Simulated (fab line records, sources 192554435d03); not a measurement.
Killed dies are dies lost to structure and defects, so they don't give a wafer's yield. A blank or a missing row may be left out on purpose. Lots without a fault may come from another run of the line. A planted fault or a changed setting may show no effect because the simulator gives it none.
Chamber matching | flow n5_finfet | N5_BEOL_M2_ETCHBACK_99 on rie_diel-02: 4 sister chambers
The step etches SiO2 in CHF3, target depth 5 nm, time 10.4 s. 4 wafers are shown with their chamber, then 12 later ones without.

WAFERS WITH THEIR CHAMBER
wafer  | chamber | showerhead_plenum_p_Torr (Torr)
L084.5 | 0       | 2.05
L084.6 | 1       | 2.20
L088.5 | 2       | 2.22
L088.6 | 3       | 2.18

WAFERS WITHOUT THEIR CHAMBER
wafer  | showerhead_plenum_p_Torr (Torr)
L089.3 | 2.22
L089.4 | 2.18
L089.5 | 2.19
L093.1 | 2.05
L093.2 | 2.17
L093.3 | 2.19
L096.1 | 2.21
L096.2 | 2.17
L096.4 | 2.19
L097.4 | 2.04
L097.5 | 2.21
L097.6 | 2.17

WHICH CHAMBER EACH WENT THROUGH
wafer  | from the rows above     | in truth
L089.3 | 2                       | 2
L089.4 | 3                       | 3
L089.5 | can't be placed: 3 or 1 | 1
L093.1 | 0                       | 0
L093.2 | 3                       | 3
L093.3 | can't be placed: 3 or 1 | 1
L096.1 | can't be placed: 1 or 2 | 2
L096.2 | 3                       | 3
L096.4 | can't be placed: 3 or 1 | 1
L097.4 | 0                       | 0
L097.5 | can't be placed: 1 or 2 | 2
L097.6 | 3                       | 3
Placed correctly: 7 of 12. Can't be placed from these rows: 5 (the true chamber is among the candidates in 5). Placed wrongly: 0.
How it was worked out, from the rows above alone: a wafer's distance from a chamber is the root of the sum, over the readings, of the square of ((its reading less the chamber's mean) divided by the reading's scatter). The wafer belongs to the nearest chamber; if the next one is less than 2 further off, it can't be placed. A chamber's mean is the mean of its shown wafers. The scatter: with one shown wafer a chamber, the root of the mean of the squares of how far each hidden wafer lies from its nearest shown one.
